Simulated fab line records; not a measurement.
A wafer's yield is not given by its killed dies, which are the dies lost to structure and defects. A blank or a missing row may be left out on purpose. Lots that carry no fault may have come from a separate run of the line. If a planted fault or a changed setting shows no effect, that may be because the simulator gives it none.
Lot-split experiment || flow n5 finfet || route with 1938 steps; 7 lots, 39 wafers read

## SPLIT DETAILS
At N5_BEOL_M8_CVD_78 (deposits Co from CCTBA/H2, target thk 2 nm, time 142.3 s), the setting target thk a was moved away from the recipe's 20 angstrom on 15 of the 39 wafers read, by -56.0% to +45.8%. This setting was run at the recipe's value on the other wafers.

The reading comes from the split's own step.

## THE READING
Co_of_BEOL_M8_CVD_78.thk nm (the simulator's own value, which no gauge read), in nm, at N5_BEOL_M8_CVD_78 (deposits Co from CCTBA/H2, target thk 2 nm, time 142.3 s). No usual value for it is given in the file. Here, 24 wafers ran the recipe; their average is 1.9 nm with a standard deviation of 0.11 nm.

{"wafer": "L079.1", "tool, chamber at the split": "cvd co-02, 2", "target thk a as run, angstrom": 20, "against the recipe": "recipe", "Co_of_BEOL_M8_CVD_78.thk nm, nm": 1.8, "against lot-mates on the recipe": "-"}
{"wafer": "L079.2", "tool, chamber at the split": "cvd co-02, 1,0,1", "target thk a as run, angstrom": 29.16, "against the recipe": "+45.8%", "Co_of_BEOL_M8_CVD_78.thk nm, nm": 3, "against lot-mates on the recipe": "+1.1"}
{"wafer": "L079.3", "tool, chamber at the split": "cvd co-02, 1,0,1", "target thk a as run, angstrom": 29.16, "against the recipe": "+45.8%", "Co_of_BEOL_M8_CVD_78.thk nm, nm": 3, "against lot-mates on the recipe": "+1.1"}
{"wafer": "L079.4", "tool, chamber at the split": "cvd co-02, 1,0,1", "target thk a as run, angstrom": 29.16, "against the recipe": "+45.8%", "Co_of_BEOL_M8_CVD_78.thk nm, nm": 3, "against lot-mates on the recipe": "+1.1"}
{"wafer": "L079.5", "tool, chamber at the split": "cvd co-02, 0,2", "target thk a as run, angstrom": 20, "against the recipe": "recipe", "Co_of_BEOL_M8_CVD_78.thk nm, nm": 2, "against lot-mates on the recipe": "-"}
{"wafer": "L079.6", "tool, chamber at the split": "cvd co-02, 0,2", "target thk a as run, angstrom": 20, "against the recipe": "recipe", "Co_of_BEOL_M8_CVD_78.thk nm, nm": 2, "against lot-mates on the recipe": "-"}
{"wafer": "L080.1", "tool, chamber at the split": "cvd co-02, 0,2,1,0,2,1", "target thk a as run, angstrom": 20, "against the recipe": "recipe", "Co_of_BEOL_M8_CVD_78.thk nm, nm": 2, "against lot-mates on the recipe": "-"}
{"wafer": "L080.2", "tool, chamber at the split": "cvd co-02, 0,2,1,0,2,1", "target thk a as run, angstrom": 20, "against the recipe": "recipe", "Co_of_BEOL_M8_CVD_78.thk nm, nm": 2, "against lot-mates on the recipe": "-"}
{"wafer": "L080.3", "tool, chamber at the split": "cvd co-02, 0,2,1,0,2,1", "target thk a as run, angstrom": 20, "against the recipe": "recipe", "Co_of_BEOL_M8_CVD_78.thk nm, nm": 2, "against lot-mates on the recipe": "-"}
{"wafer": "L080.4", "tool, chamber at the split": "cvd co-02, 0,2,1,0,2,1", "target thk a as run, angstrom": 20, "against the recipe": "recipe", "Co_of_BEOL_M8_CVD_78.thk nm, nm": 2, "against lot-mates on the recipe": "-"}
{"wafer": "L080.5", "tool, chamber at the split": "cvd co-02, 0,2,1,0,2,1", "target thk a as run, angstrom": 20, "against the recipe": "recipe", "Co_of_BEOL_M8_CVD_78.thk nm, nm": 2, "against lot-mates on the recipe": "-"}
{"wafer": "L080.6", "tool, chamber at the split": "cvd co-02, 0,2,1,0,2,1", "target thk a as run, angstrom": 20, "against the recipe": "recipe", "Co_of_BEOL_M8_CVD_78.thk nm, nm": 2, "against lot-mates on the recipe": "-"}
{"wafer": "L082.3", "tool, chamber at the split": "cvd co-01, 2", "target thk a as run, angstrom": 20, "against the recipe": "recipe", "Co_of_BEOL_M8_CVD_78.thk nm, nm": 1.6, "against lot-mates on the recipe": "-"}
{"wafer": "L082.4", "tool, chamber at the split": "cvd co-01, 1,0", "target thk a as run, angstrom": 20, "against the recipe": "recipe", "Co_of_BEOL_M8_CVD_78.thk nm, nm": 1.8, "against lot-mates on the recipe": "-"}
{"wafer": "L082.5", "tool, chamber at the split": "cvd co-01, 1,0", "target thk a as run, angstrom": 20, "against the recipe": "recipe", "Co_of_BEOL_M8_CVD_78.thk nm, nm": 1.8, "against lot-mates on the recipe": "-"}
{"wafer": "L083.1", "tool, chamber at the split": "cvd co-01, 2,1", "target thk a as run, angstrom": 20, "against the recipe": "recipe", "Co_of_BEOL_M8_CVD_78.thk nm, nm": 2, "against lot-mates on the recipe": "-"}
{"wafer": "L083.5", "tool, chamber at the split": "cvd co-01, 2,1", "target thk a as run, angstrom": 20, "against the recipe": "recipe", "Co_of_BEOL_M8_CVD_78.thk nm, nm": 2, "against lot-mates on the recipe": "-"}
{"wafer": "L083.2", "tool, chamber at the split": "cvd co-01, 0", "target thk a as run, angstrom": 11.68, "against the recipe": "-41.6%", "Co_of_BEOL_M8_CVD_78.thk nm, nm": 1.2, "against lot-mates on the recipe": -0.7}
{"wafer": "L083.6", "tool, chamber at the split": "cvd co-01, 0", "target thk a as run, angstrom": 11.68, "against the recipe": "-41.6%", "Co_of_BEOL_M8_CVD_78.thk nm, nm": 1.2, "against lot-mates on the recipe": -0.7}
{"wafer": "L083.3", "tool, chamber at the split": "cvd co-01, 1", "target thk a as run, angstrom": 20, "against the recipe": "recipe", "Co_of_BEOL_M8_CVD_78.thk nm, nm": 1.8, "against lot-mates on the recipe": "-"}
{"wafer": "L083.4", "tool, chamber at the split": "cvd co-01, 2", "target thk a as run, angstrom": 11.68, "against the recipe": "-41.6%", "Co_of_BEOL_M8_CVD_78.thk nm, nm": 1, "against lot-mates on the recipe": -0.9}
{"wafer": "L087.1", "tool, chamber at the split": "cvd co-01, 0,2", "target thk a as run, angstrom": 11.45, "against the recipe": "-42.8%", "Co_of_BEOL_M8_CVD_78.thk nm, nm": 1.2, "against lot-mates on the recipe": -0.7}
{"wafer": "L087.3", "tool, chamber at the split": "cvd co-01, 0,2", "target thk a as run, angstrom": 11.45, "against the recipe": "-42.8%", "Co_of_BEOL_M8_CVD_78.thk nm, nm": 1.2, "against lot-mates on the recipe": -0.7}
{"wafer": "L087.2", "tool, chamber at the split": "cvd co-01, 1,0", "target thk a as run, angstrom": 20, "against the recipe": "recipe", "Co_of_BEOL_M8_CVD_78.thk nm, nm": 2, "against lot-mates on the recipe": "-"}
{"wafer": "L087.5", "tool, chamber at the split": "cvd co-01, 1,0", "target thk a as run, angstrom": 20, "against the recipe": "recipe", "Co_of_BEOL_M8_CVD_78.thk nm, nm": 2, "against lot-mates on the recipe": "-"}
{"wafer": "L087.4", "tool, chamber at the split": "cvd co-01, 1", "target thk a as run, angstrom": 11.45, "against the recipe": "-42.8%", "Co_of_BEOL_M8_CVD_78.thk nm, nm": 1, "against lot-mates on the recipe": -0.9}
{"wafer": "L087.6", "tool, chamber at the split": "cvd co-01, 2", "target thk a as run, angstrom": 20, "against the recipe": "recipe", "Co_of_BEOL_M8_CVD_78.thk nm, nm": 1.8, "against lot-mates on the recipe": "-"}
{"wafer": "L090.1", "tool, chamber at the split": "cvd co-01, 2,0", "target thk a as run, angstrom": 12.47, "against the recipe": "-37.6%", "Co_of_BEOL_M8_CVD_78.thk nm, nm": 1.2, "against lot-mates on the recipe": -0.7}
{"wafer": "L090.4", "tool, chamber at the split": "cvd co-01, 2,0", "target thk a as run, angstrom": 12.47, "against the recipe": "-37.6%", "Co_of_BEOL_M8_CVD_78.thk nm, nm": 1.2, "against lot-mates on the recipe": -0.7}
{"wafer": "L090.2", "tool, chamber at the split": "cvd co-01, 1", "target thk a as run, angstrom": 20, "against the recipe": "recipe", "Co_of_BEOL_M8_CVD_78.thk nm, nm": 1.8, "against lot-mates on the recipe": "-"}
{"wafer": "L090.6", "tool, chamber at the split": "cvd co-01, 1", "target thk a as run, angstrom": 20, "against the recipe": "recipe", "Co_of_BEOL_M8_CVD_78.thk nm, nm": 1.8, "against lot-mates on the recipe": "-"}
{"wafer": "L090.3", "tool, chamber at the split": "cvd co-01, 0", "target thk a as run, angstrom": 20, "against the recipe": "recipe", "Co_of_BEOL_M8_CVD_78.thk nm, nm": 2, "against lot-mates on the recipe": "-"}
{"wafer": "L090.5", "tool, chamber at the split": "cvd co-01, 2", "target thk a as run, angstrom": 12.47, "against the recipe": "-37.6%", "Co_of_BEOL_M8_CVD_78.thk nm, nm": 1, "against lot-mates on the recipe": -0.9}
{"wafer": "L092.1", "tool, chamber at the split": "cvd co-02, 1,0,0", "target thk a as run, angstrom": 8.791, "against the recipe": "-56.0%", "Co_of_BEOL_M8_CVD_78.thk nm, nm": 0.8, "against lot-mates on the recipe": -1.1}
{"wafer": "L092.2", "tool, chamber at the split": "cvd co-02, 1,0,0", "target thk a as run, angstrom": 8.791, "against the recipe": "-56.0%", "Co_of_BEOL_M8_CVD_78.thk nm, nm": 0.8, "against lot-mates on the recipe": -1.1}
{"wafer": "L092.6", "tool, chamber at the split": "cvd co-02, 1,0,0", "target thk a as run, angstrom": 8.791, "against the recipe": "-56.0%", "Co_of_BEOL_M8_CVD_78.thk nm, nm": 0.8, "against lot-mates on the recipe": -1.1}
{"wafer": "L092.3", "tool, chamber at the split": "cvd co-02, 2", "target thk a as run, angstrom": 20, "against the recipe": "recipe", "Co_of_BEOL_M8_CVD_78.thk nm, nm": 1.8, "against lot-mates on the recipe": "-"}
{"wafer": "L092.4", "tool, chamber at the split": "cvd co-02, 1,2", "target thk a as run, angstrom": 20, "against the recipe": "recipe", "Co_of_BEOL_M8_CVD_78.thk nm, nm": 2, "against lot-mates on the recipe": "-"}
{"wafer": "L092.5", "tool, chamber at the split": "cvd co-02, 1,2", "target thk a as run, angstrom": 20, "against the recipe": "recipe", "Co_of_BEOL_M8_CVD_78.thk nm, nm": 2, "against lot-mates on the recipe": "-"}
The file does not say which wafer passed through which chamber wherever a row lists several chambers: such a row stands for several wafers.

FIT RESULTS
A straight line over all 39 wafers: Co_of_BEOL_M8_CVD_78.thk nm changes by +0.0207 nm for each +1% of target thk a; r = +0.98; the points scatter about the line by 0.11 nm.
The same after taking each lot's own level away (the mean of its wafers on the recipe; 39 wafers): +0.0206 nm for each +1%; r = +0.99; scatter 0.09 nm.
On that fit, the largest move of target thk a shifts the reading by 1.2 nm.
Measured against the standard deviation above, the lots' own levels, which go from 1.73 to 2.00 nm, span 2.3 times it.
The two slopes agree, so the slope changes little with the lot-to-lot level.
Check: for one of the wafers moved furthest among these (-56.0%), held out of the fit, the line's prediction against its lot-mates is -1.13 nm. Against them it came out at -1.13 nm.

## THESE WAFERS: OTHER SPLITS
Other splits were also applied to these wafers ahead of the reading. Each is held against what the fit with the lots' levels taken away leaves over:
{"other split on the same wafers": "N5_SD_EPI_N_DESCUM_14 time s", "wafers away from the commonest value": 12, "r with Co_of_BEOL_M8_CVD_78.thk nm (lot level and that fit taken away)": -0.17}
{"other split on the same wafers": "N5_GATE_CUT_DESCUM_18 time s", "wafers away from the commonest value": 18, "r with Co_of_BEOL_M8_CVD_78.thk nm (lot level and that fit taken away)": -0.26}
{"other split on the same wafers": "N5_MOL_CONTACT_COAG_ETCHBACK_134 time s", "wafers away from the commonest value": 18, "r with Co_of_BEOL_M8_CVD_78.thk nm (lot level and that fit taken away)": "+0.14"}
{"other split on the same wafers": "N5_BEOL_M2_CVD_47 target thk a", "wafers away from the commonest value": 12, "r with Co_of_BEOL_M8_CVD_78.thk nm (lot level and that fit taken away)": -0.20}
{"other split on the same wafers": "N5_BEOL_M6_TRENCH_ETCH_37 time s", "wafers away from the commonest value": 15, "r with Co_of_BEOL_M8_CVD_78.thk nm (lot level and that fit taken away)": "+0.07"}

## THE FILE'S OWN FIT
Co_of_BEOL_M8_CVD_78.thk nm changes by +0.0203 nm for each +1% of target thk a, r = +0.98.
